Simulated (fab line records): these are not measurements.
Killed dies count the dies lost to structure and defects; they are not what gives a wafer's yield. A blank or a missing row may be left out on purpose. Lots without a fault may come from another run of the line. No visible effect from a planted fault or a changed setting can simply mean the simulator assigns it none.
Which tool was responsible?	flow n5Finfet	24 lots with 72 wafers sampled at 6 steps, on a route of 1938 steps

WHAT EACH GAUGE READ, for each wafer
The record lacks any reading of a measuring or inspecting step that a usual standard deviation could be used to judge.

WHAT TOOL EACH LOT RAN ON (gives the tool, then ch and the chambers of the sampled wafers, and finally the start)
lot	N5_BEOL_M0_SAQP_PECVD_04	N5_BEOL_M0_SAQP_ETCH_88	N5_BEOL_M0_SAQP_STRIP_75	N5_BEOL_M0_PRE_CLEAN_113	N5_BEOL_M0_ANNEAL_135	N5_BEOL_M0_CMP_120
L074	pecvd-04 ch 0,1, day 5 10:20	rieDiel-05 ch 0,1,3, day 5 15:00	rieDiel-03 ch 0,2,3, day 5 15:55	pvdSputter-01, day 5 18:17	pvdSputter-02, day 5 19:53	cmp-02 ch 2,3, day 5 20:25
L075	pecvd-03 ch 0,1, day 5 20:31	rieDiel-03 ch 0,2, day 6 01:41	rieDiel-03 ch 0,2, day 6 02:39	pvdSputter-03, day 6 10:16	pvdSputter-03, day 6 11:19	cmp-03 ch 0,2,3, day 6 11:57
L076	pecvd-01 ch 1,2, day 6 00:01	rieDiel-05 ch 0,1,2, day 6 04:28	rieDiel-03 ch 0,2,3, day 6 05:22	pvdSputter-03, day 6 12:26	pvdSputter-03, day 6 13:22	cmp-02 ch 0,2,3, day 6 14:47
L077	pecvd-03 ch 0,1,2, day 6 04:08	rieDiel-05 ch 0,1, day 6 08:57	rieDiel-01 ch 2,3, day 6 09:50	pvdSputter-02, day 6 12:16	pvdSputter-02, day 6 13:13	cmp-03 ch 1,2,3, day 6 14:41
L078	pecvd-01 ch 0,2, day 6 16:55	rieDiel-01 ch 0,2,3, day 6 23:29	rieDiel-03 ch 1,2,3, day 7 00:22	pvdSputter-02, day 7 04:58	pvdSputter-02, day 7 07:21	cmp-02 ch 0,1,3, day 7 07:53
L079	pecvd-03 ch 0,2, day 6 19:32	rieDiel-03 ch 0,2,3, day 7 01:54	rieDiel-01 ch 0,1, day 7 02:47	pvdSputter-03, day 7 06:52	pvdSputter-02, day 7 07:53	cmp-04 ch 0,1,3, day 7 08:28
L080	pecvd-01 ch 0,1,2, day 6 23:55	rieDiel-03 ch 0,2,3, day 7 04:55	rieDiel-01 ch 1,2,3, day 7 05:47	pvdSputter-02, day 7 08:03	pvdSputter-03, day 7 09:22	cmp-04 ch 1,2, day 7 10:08
L081	pecvd-04 ch 1,2, day 7 03:35	rieDiel-01 ch 1,2,3, day 7 08:06	rieDiel-05 ch 0,2,3, day 7 08:59	pvdSputter-02, day 7 10:56	pvdSputter-02, day 7 13:33	cmp-03 ch 0,1, day 7 14:05
L082	pecvd-01 ch 0,1, day 7 10:01	rieDiel-05 ch 1,2,3, day 7 15:35	rieDiel-03 ch 1,2,3, day 7 16:37	pvdSputter-02, day 7 18:40	pvdSputter-02, day 7 19:31	cmp-02 ch 0,2,3, day 7 20:03
L083	pecvd-01 ch 0,1,2, day 7 13:52	rieDiel-01 ch 0,2,3, day 7 19:09	rieDiel-03 ch 0,1,3, day 7 20:01	pvdSputter-02, day 8 01:10	pvdSputter-01, day 8 02:07	cmp-02 ch 0,1,3, day 8 03:31
L084	pecvd-01 ch 0,1, day 7 23:39	rieDiel-03 ch 1,2, day 8 04:14	rieDiel-05 ch 0,2,3, day 8 05:07	pvdSputter-01, day 8 06:55	pvdSputter-01, day 8 09:19	cmp-04 ch 1,2, day 8 09:52
L085	pecvd-01 ch 0,2, day 8 07:11	rieDiel-05 ch 0,1, day 8 12:28	rieDiel-01 ch 1,2, day 8 13:24	pvdSputter-02, day 8 17:03	pvdSputter-03, day 8 19:43	cmp-04 ch 0,1,3, day 8 20:44
L086	pecvd-01 ch 0,2, day 8 10:25	rieDiel-01 ch 1,2, day 8 15:05	rieDiel-05 ch 0,3, day 8 16:04	pvdSputter-03, day 8 20:50	pvdSputter-03, day 8 21:58	cmp-02 ch 1,2,3, day 8 22:30
L087	pecvd-04 ch 1,2, day 8 16:59	rieDiel-01 ch 0,1, day 9 00:41	rieDiel-03 ch 2,3, day 9 01:34	pvdSputter-02, day 9 09:52	pvdSputter-02, day 9 10:43	cmp-03 ch 1,2, day 9 11:27
L088	pecvd-04 ch 0,1, day 9 07:19	rieDiel-05 ch 0,1,3, day 9 12:15	rieDiel-03 ch 0,3, day 9 13:18	pvdSputter-01, day 9 19:24	pvdSputter-03, day 9 20:26	cmp-04 ch 0,1,3, day 9 21:02
L089	pecvd-03 ch 0,2, day 9 10:19	rieDiel-03 ch 0,1,2, day 9 15:06	rieDiel-03 ch 1,3, day 9 15:59	pvdSputter-02, day 9 19:49	pvdSputter-03, day 9 21:05	cmp-03 ch 1,2, day 9 21:37
L090	pecvd-04 ch 0,1, day 9 14:11	rieDiel-01 ch 1,2,3, day 9 18:44	rieDiel-03 ch 0,2,3, day 9 19:39	pvdSputter-01, day 10 02:58	pvdSputter-03, day 10 04:23	cmp-04 ch 0,1, day 10 04:58
L091	pecvd-03 ch 0,1,2, day 9 19:13	rieDiel-03 ch 1,2, day 10 01:08	rieDiel-01 ch 1,2,3, day 10 02:07	pvdSputter-03, day 10 05:20	pvdSputter-02, day 10 06:20	cmp-02 ch 0,2,3, day 10 06:59
L092	pecvd-03 ch 1,2, day 9 22:22	rieDiel-01 ch 1,2, day 10 03:28	rieDiel-03 ch 0,2,3, day 10 04:28	pvdSputter-02, day 10 11:15	pvdSputter-02, day 10 13:43	cmp-03 ch 1,2,3, day 10 14:20
L093	pecvd-04 ch 0,2, day 10 08:01	rieDiel-05 ch 0,1, day 10 12:38	rieDiel-03 ch 0,2,3, day 10 13:30	pvdSputter-02, day 10 18:16	pvdSputter-02, day 10 20:38	cmp-02 ch 0,2, day 10 21:19
L094	pecvd-04 ch 0,2, day 10 14:39	rieDiel-05 ch 1,2,3, day 10 19:56	rieDiel-01 ch 0,1,3, day 10 20:48	pvdSputter-02, day 10 23:23	pvdSputter-01, day 11 00:17	cmp-04 ch 0,2,3, day 11 00:56
L095	pecvd-01 ch 0,1,2, day 10 20:59	rieDiel-03 ch 1,2,3, day 11 01:55	rieDiel-01 ch 0,2,3, day 11 02:47	pvdSputter-03, day 11 07:52	pvdSputter-03, day 11 08:49	cmp-03 ch 0,2,3, day 11 10:00
L096	pecvd-03 ch 0,2, day 11 02:37	rieDiel-03 ch 0,2,3, day 11 07:19	rieDiel-05 ch 0,1, day 11 08:11	pvdSputter-03, day 11 12:23	pvdSputter-03, day 11 13:10	cmp-03 ch 0,1,2, day 11 13:46
L097	pecvd-04 ch 0,1,2, day 11 07:10	rieDiel-05 ch 0,3, day 11 12:10	rieDiel-03 ch 0,1,3, day 11 13:02	pvdSputter-03, day 11 19:03	pvdSputter-03, day 11 20:01	cmp-02 ch 1,3, day 11 21:00
- N5_BEOL_M0_SAQP_PECVD_04: deposits a-Si from SiH4/He, target thk 60 nm, time 60.2 s.
- N5_BEOL_M0_SAQP_ETCH_88: etches underlayer in N2/H2, target depth 6.5 nm, time 5.2 s.
- N5_BEOL_M0_SAQP_STRIP_75: strips in CF4.
- N5_BEOL_M0_PRE_CLEAN_113: time 30 s.
- N5_BEOL_M0_ANNEAL_135: time 60 s.
- N5_BEOL_M0_CMP_120: polishes, stops on SiOC, t overpolish 6.9 s.

WHAT THE TOOLS THEMSELVES READ (means of the sampled wafers that have a number; where no wafer has one, the mark that the record gives instead)
N5_BEOL_M0_SAQP_PECVD_04.
lot	tool	heaterPowerW (W)	showerheadPlenumPTorr (Torr)	throttleValvePct (%)
L074	pecvd-04	738	5.68	18.0
L075	pecvd-03	594	5.75	18.6
L076	pecvd-01	670	5.61	17.9
L077	pecvd-03	579	5.71	18.0
L078	pecvd-01	652	5.62	17.8
L079	pecvd-03	586	5.72	17.9
L080	pecvd-01	713	5.64	18.7
L081	pecvd-04	779	5.69	17.0
L082	pecvd-01	692	5.66	19.2
L083	pecvd-01	714	5.65	18.6
L084	pecvd-01	761	5.66	19.3
L085	pecvd-01	618	5.62	18.1
L086	pecvd-01	641	5.61	18.2
L087	pecvd-04	758	5.69	17.2
L088	pecvd-04	657	5.68	18.0
L089	pecvd-03	576	5.71	18.0
L090	pecvd-04	682	5.68	18.0
L091	pecvd-03	592	5.71	18.1
L092	pecvd-03	664	5.67	17.9
L093	pecvd-04	610	5.69	17.5
L094	pecvd-04	597	5.68	18.2
L095	pecvd-01	716	5.65	18.8
L096	pecvd-03	594	5.72	18.0
L097	pecvd-04	728	5.69	17.9

N5_BEOL_M0_SAQP_ETCH_88.
lot	tool	drypumpMotorCurrentA (A)	etchRfOnTimeS (s)	oesProductAu (a.u.)	rfVppV (V)	showerheadPlenumPTorr (Torr)	throttleValvePct (%)
L074	rieDiel-05	5.8	5.11	0.69	523.3	2.49	17.90
L075	rieDiel-03	5.3	5.24	0.63	526.4	2.64	17.72
L076	rieDiel-05	5.6	5.21	0.66	522.1	2.48	17.92
L077	rieDiel-05	5.1	5.12	0.72	522.2	2.50	17.81
L078	rieDiel-01	5.7	5.24	0.60	526.1	2.63	18.07
L079	rieDiel-03	5.3	5.19	0.64	524.3	2.54	17.73
L080	rieDiel-03	5.3	5.22	0.63	522.9	2.54	17.73
L081	rieDiel-01	5.7	5.14	0.67	526.2	2.65	17.90
L082	rieDiel-05	6.3	5.25	0.62	521.2	2.46	18.02
L083	rieDiel-01	5.8	5.17	0.61	525.6	2.62	18.06
L084	rieDiel-03	5.2	5.16	0.64	527.4	2.65	17.71
L085	rieDiel-05	5.6	5.17	0.64	524.3	2.50	18.09
L086	rieDiel-01	6.0	5.12	0.73	527.1	2.68	17.81
L087	rieDiel-01	5.9	5.10	0.65	526.2	2.64	17.91
L088	rieDiel-05	5.8	5.08	0.74	522.9	2.48	17.82
L089	rieDiel-03	5.3	5.28	0.62	526.8	2.62	17.78
L090	rieDiel-01	5.7	5.15	0.74	525.6	2.65	17.77
L091	rieDiel-03	5.3	5.18	0.63	527.3	2.64	17.72
L092	rieDiel-01	6.2	5.13	0.67	526.8	2.65	18.08
L093	rieDiel-05	5.6	5.17	0.78	523.2	2.50	17.84
L094	rieDiel-05	6.3	5.19	0.68	519.9	2.46	17.92
L095	rieDiel-03	5.3	5.19	0.63	523.9	2.54	17.73
L096	rieDiel-03	5.2	5.25	0.61	523.7	2.53	17.78
L097	rieDiel-05	5.4	5.10	0.70	522.1	2.46	17.72

N5_BEOL_M0_SAQP_STRIP_75.
lot	tool	drypumpMotorCurrentA (A)	oesProductAu (a.u.)	rfVppV (V)	showerheadPlenumPTorr (Torr)	throttleValvePct (%)
L074	rieDiel-03	5.2	0.175	271.4	1.80	13.49
L075	rieDiel-03	5.3	0.174	273.2	1.86	13.52
L076	rieDiel-03	5.2	0.177	270.7	1.80	13.51
L077	rieDiel-01	5.9	0.168	272.1	1.85	13.79
L078	rieDiel-03	5.3	0.178	270.4	1.80	13.47
L079	rieDiel-01	5.9	0.176	273.1	1.86	13.65
L080	rieDiel-01	5.6	0.179	273.3	1.87	13.61
L081	rieDiel-05	5.9	0.185	269.2	1.73	13.52
L082	rieDiel-03	5.3	0.174	271.5	1.80	13.49
L083	rieDiel-03	5.3	0.173	271.7	1.79	13.50
L084	rieDiel-05	5.9	0.183	269.2	1.73	13.54
L085	rieDiel-01	6.1	0.184	272.8	1.86	13.70
L086	rieDiel-05	5.4	0.193	270.5	1.74	13.42
L087	rieDiel-03	5.1	0.176	270.8	1.80	13.52
L088	rieDiel-03	5.2	0.171	270.1	1.73	13.53
L089	rieDiel-03	5.4	0.169	270.8	1.79	13.49
L090	rieDiel-03	5.3	0.170	270.3	1.79	13.56
L091	rieDiel-01	5.7	0.199	271.8	1.86	13.47
L092	rieDiel-03	5.2	0.169	271.0	1.79	13.56
L093	rieDiel-03	5.2	0.171	270.0	1.79	13.57
L094	rieDiel-01	5.6	0.214	271.8	1.85	13.27
L095	rieDiel-01	5.7	0.201	271.5	1.84	13.48
L096	rieDiel-05	5.1	0.202	269.7	1.75	13.37
L097	rieDiel-03	5.3	0.168	270.8	1.78	13.56

N5_BEOL_M0_PRE_CLEAN_113.
lot	tool	heaterPowerW (W)
L074	pvdSputter-01	351
L075	pvdSputter-03	361
L076	pvdSputter-03	298
L077	pvdSputter-02	349
L078	pvdSputter-02	317
L079	pvdSputter-03	360
L080	pvdSputter-02	353
L081	pvdSputter-02	364
L082	pvdSputter-02	358
L083	pvdSputter-02	330
L084	pvdSputter-01	359
L085	pvdSputter-02	328
L086	pvdSputter-03	343
L087	pvdSputter-02	355
L088	pvdSputter-01	326
L089	pvdSputter-02	372
L090	pvdSputter-01	327
L091	pvdSputter-03	341
L092	pvdSputter-02	368
L093	pvdSputter-02	371
L094	pvdSputter-02	359
L095	pvdSputter-03	315
L096	pvdSputter-03	332
L097	pvdSputter-03	323

N5_BEOL_M0_ANNEAL_135.
lot	tool	heaterPowerW (W)
L074	pvdSputter-02	793
L075	pvdSputter-03	801
L076	pvdSputter-03	859
L077	pvdSputter-02	898
L078	pvdSputter-02	814
L079	pvdSputter-02	874
L080	pvdSputter-03	913
L081	pvdSputter-02	792
L082	pvdSputter-02	811
L083	pvdSputter-01	813
L084	pvdSputter-01	819
L085	pvdSputter-03	799
L086	pvdSputter-03	808
L087	pvdSputter-02	899
L088	pvdSputter-03	795
L089	pvdSputter-03	874
L090	pvdSputter-03	871
L091	pvdSputter-02	900
L092	pvdSputter-02	794
L093	pvdSputter-02	873
L094	pvdSputter-01	829
L095	pvdSputter-03	817
L096	pvdSputter-03	843
L097	pvdSputter-03	770

N5_BEOL_M0_CMP_120.
lot	tool	barrierFieldEndpointS (s)	motorCurrentA (A)	overpolishRunS (s)	timeToEndpointS (s)
L074	cmp-02	3.64	5.7	6.898	61.0
L075	cmp-03	3.84	5.9	6.891	64.1
L076	cmp-02	3.66	5.9	6.909	63.0
L077	cmp-03	3.72	6.2	6.901	63.4
L078	cmp-02	3.57	6.0	6.901	61.1
L079	cmp-04	3.72	6.6	6.892	61.5
L080	cmp-04	3.61	7.4	6.899	61.1
L081	cmp-03	3.63	5.9	6.905	65.3
L082	cmp-02	3.64	5.9	6.894	62.1
L083	cmp-02	3.59	6.1	6.900	66.5
L084	cmp-04	3.69	7.6	6.898	63.3
L085	cmp-04	3.68	6.6	6.901	66.6
L086	cmp-02	3.58	5.9	6.905	62.1
L087	cmp-03	3.53	5.8	6.903	61.3
L088	cmp-04	3.55	6.5	6.901	62.4
L089	cmp-03	3.51	6.0	6.902	60.0
L090	cmp-04	3.76	6.5	6.892	63.4
L091	cmp-02	3.62	5.9	6.889	60.4
L092	cmp-03	3.58	6.1	6.894	62.4
L093	cmp-02	3.60	5.7	6.898	61.9
L094	cmp-04	3.53	6.5	6.903	63.9
L095	cmp-03	3.79	5.9	6.902	66.0
L096	cmp-03	3.61	5.9	6.911	63.6
L097	cmp-02	3.62	5.7	6.899	59.0

THE ANSWER, worked out from the rows above alone
Rule: usual is defined by the lots themselves. Put in order of their means at a reading, lots are off if they are a third of the lots or fewer, leave a main group of 4 or more, and stand apart from it by a gap of 3 or more times the standard deviation of the main group's means; of several such gaps the widest counts. If all means in a main group match to the digits the tables above print for the reading, that group is not used. Also off: a lot with no number at a reading for which 4 or more lots have one. The other lots that the step has rows for count as sound. After the gauges, taken in route order, come the tools' own readings; for these a lot's mean is taken, as printed above. The first step at which some lot is off is used, and at that step the reading that is off furthest; a lot without a number counts as furthest.
None of the lots is off at any reading shown; this tells nothing.

WHAT HAD BEEN PUT IN BY THE SIMULATOR
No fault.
